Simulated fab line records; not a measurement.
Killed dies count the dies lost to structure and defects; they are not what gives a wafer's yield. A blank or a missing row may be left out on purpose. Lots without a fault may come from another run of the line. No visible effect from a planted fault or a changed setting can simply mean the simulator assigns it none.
A lot that was struck, set against a sound lot + flow n5Finfet + 16 out of 1938 route steps
Sound: these wafers, L415.1, L415.2, L415.5. Struck: wafers L409.1, L409.6 (left out: L409.3, a lot-mate that was not struck); the cause follows at the end.
At each step with rows: each side's tool, then ch and its chambers, then its first start. Under that, the readings that differ: sound wafers + struck wafers + difference of the means + sigmas: that difference in standard deviations of wafers without a fault.
alike: a reading whose means differ by less than 2 such deviations, as well as words and numbers matching on both sides. not compared: withheld readings; readings where some wafer has no value; bounds like >300 that might hide an equal value; numbers whose values overlap and for which the record gives no deviation.
Wherever a step has rows on one side only, a row that says differs or no value, or a row with sigmas, the two part there. Numbers that don't overlap but have no deviation are shown without sigmas and don't part them. A reading missing from all wafers of one side parts the sides only when that side holds two or more wafers.

N5_FIN_CUT_CD_MEAS_08 targets a cd of 29.1 nm.
  sound on cdSem-02 ch 0, day 7 02:41; struck on cdSem-02 ch 0, day 5 10:50
  alike: cdNm
N5_FIN_CUT_OVL_MEAS_09:
  sound on overlay-01 ch 0, day 7 02:43; struck on overlay-01 ch 0, day 5 10:52
  alike: FIN_CUT_OVL
N5_FIN_CUT_INSPECT_10: inspects for defects (brightfield).
  sound: defectInspect-02 at day 7 02:46; struck: defectInspect-02 at day 5 10:56
  alike: rawDefectCount
N5_FIN_CUT_DESCUM_13: chemistry O2, time 7 s.
  sound on rieDiel-02 ch 0,3, day 7 02:49; struck on rieDiel-01 ch 0,3, day 5 10:58
| reading             | sound          | struck    | difference | sigmas |
|---------------------|----------------|-----------|------------|--------|
| oesProductAu (a.u.) | 0.69 0.70 0.71 | 1.00 0.76 | +0.18      | +2     |
  alike: drypumpMotorCurrentA, rfVppV, showerheadPlenumPTorr, throttleValvePct
  not compared: rfHoursCounterH
N5_FIN_CUT_ETCH_30: etches underlayer in N2/H2, target depth 13 nm, time 10.4 s.
  sound on rieDiel-02 ch 0,3, day 7 02:50; struck on rieDiel-01 ch 0,3, day 5 11:00
| reading             | sound          | struck    | difference | sigmas |
|---------------------|----------------|-----------|------------|--------|
| oesProductAu (a.u.) | 0.61 0.60 0.60 | 0.87 0.65 | +0.16      | +2     |
  alike: drypumpMotorCurrentA, etchRfOnTimeS, rfVppV, showerheadPlenumPTorr, throttleValvePct
  not compared: rfHoursCounterH
then, 1 step without rows for these wafers: N5_FIN_CUT_ETCH_20 (etches SiARC in CF4, target depth 26 nm, time 43.3 s).
N5_FIN_CUT_ETCH_21: etches SOC in N2/H2, target depth 219 nm, overetch 43.8 nm, time 523.5 s.
  sound on rieDiel-02 ch 0,3, day 7 02:54; struck on rieDiel-01 ch 0,3, day 5 11:04
| reading             | sound          | struck    | difference | sigmas |
|---------------------|----------------|-----------|------------|--------|
| oesProductAu (a.u.) | 0.64 0.65 0.65 | 0.90 0.69 | +0.15      | +2     |
  alike: drypumpMotorCurrentA, rfVppV, showerheadPlenumPTorr, throttleValvePct
  not compared: rfHoursCounterH
then, 3 steps without rows for these wafers: N5_FIN_CUT_STRIP_23 (strips in N2/H2); N5_FIN_CUT_STRIP_31 (strips in N2/H2); N5_FIN_CUT_STRIP_24 (strips in CF4).
N5_FIN_CUT_CUT_ETCH_26: etches SiNx in CH3F/O2, target depth 39 nm, time 55.7 s.
  sound on rieDiel-02 ch 0,3, day 7 03:14; struck on rieDiel-01 ch 0,3, day 5 11:24
| reading             | sound          | struck    | difference | sigmas |
|---------------------|----------------|-----------|------------|--------|
| oesProductAu (a.u.) | 0.71 0.70 0.70 | 0.99 0.76 | +0.17      | +2     |
  alike: drypumpMotorCurrentA, rfVppV, showerheadPlenumPTorr, throttleValvePct
  not compared: rfHoursCounterH
N5_FIN_CUT_CUT_ETCH_27: etches SiO2 in CHF3/O2, target depth 4 nm, overetch 2 nm, time 4.9 s.
  sound on rieDiel-02 ch 0,3, day 7 03:17; struck on rieDiel-01 ch 0,3, day 5 11:27
| reading             | sound          | struck    | difference | sigmas |
|---------------------|----------------|-----------|------------|--------|
| oesProductAu (a.u.) | 0.55 0.56 0.55 | 0.77 0.60 | +0.13      | +2     |
  alike: CHF3_flow_sccm, drypumpMotorCurrentA, rfVppV, showerheadPlenumPTorr, throttleValvePct
  not compared: rfHoursCounterH
N5_FIN_CUT_PRECLEAN_35: cleans in vHF, time 13.3 s.
  sound on vaporEtch-01 ch 0,1, day 7 03:22; struck on vaporEtch-02 ch 0,1, day 5 11:31
| reading   | sound          | struck        | difference | sigmas |
|-----------|----------------|---------------|------------|--------|
| timeS (s) | 13.3 13.3 13.3 | 15.726 15.726 | +2.426     |        |
  alike: drypumpMotorCurrentA
then, 1 step without rows for these wafers: N5_FIN_CUT_CUT_ETCH_15 (etches Si in HBr/Cl2/O2, target depth 100 nm, bt time 10 s, time 42.4 s).
-- a jump in the record: the struck wafers' starts before and after are 6 days apart (it breaks off in module FIN_CUT and resumes in module BEOL_M4, where the first step shown is number 1111 of the route) --
N5_BEOL_M4_RC_MEAS_101:
  sound on prober-02 ch 0, day 12 17:49; struck on prober-02 ch 0, day 11 04:59
  alike: DIBL_N, DIBL_P, IOFF_N, IOFF_P, ION_N, ION_P, SS_N, SS_P, VT_N, VT_P
-- a jump in the record: the struck wafers' starts before and after are 4 days apart (it breaks off in module BEOL_M4 and resumes in module PASSIVATION, where the first step shown is number 1936 of the route) --
N5_PASSIVATION_PROBE_49:
  sound: prober-02 at day 17 04:59; struck: prober-01 at day 15 06:58
  alike: defectLimitedYield, killed_at_M0_to_M3, killed_at_M4_up, killedAtContacts, killedAtFrontEnd, killedAtOther, killedDies, killedOnRim, killedOpen, killedShort, sort_bin_5_function, sort_bin_6_memory, sortNPass, sortYieldPct

== WHERE THEY PART ==
First at N5_FIN_CUT_DESCUM_13; last, within this record, at N5_FIN_CUT_CUT_ETCH_27. Later steps at which nothing parts them and some readings are alike: N5_FIN_CUT_PRECLEAN_35, N5_BEOL_M4_RC_MEAS_101, N5_PASSIVATION_PROBE_49.

WHY: whatever the simulator had introduced
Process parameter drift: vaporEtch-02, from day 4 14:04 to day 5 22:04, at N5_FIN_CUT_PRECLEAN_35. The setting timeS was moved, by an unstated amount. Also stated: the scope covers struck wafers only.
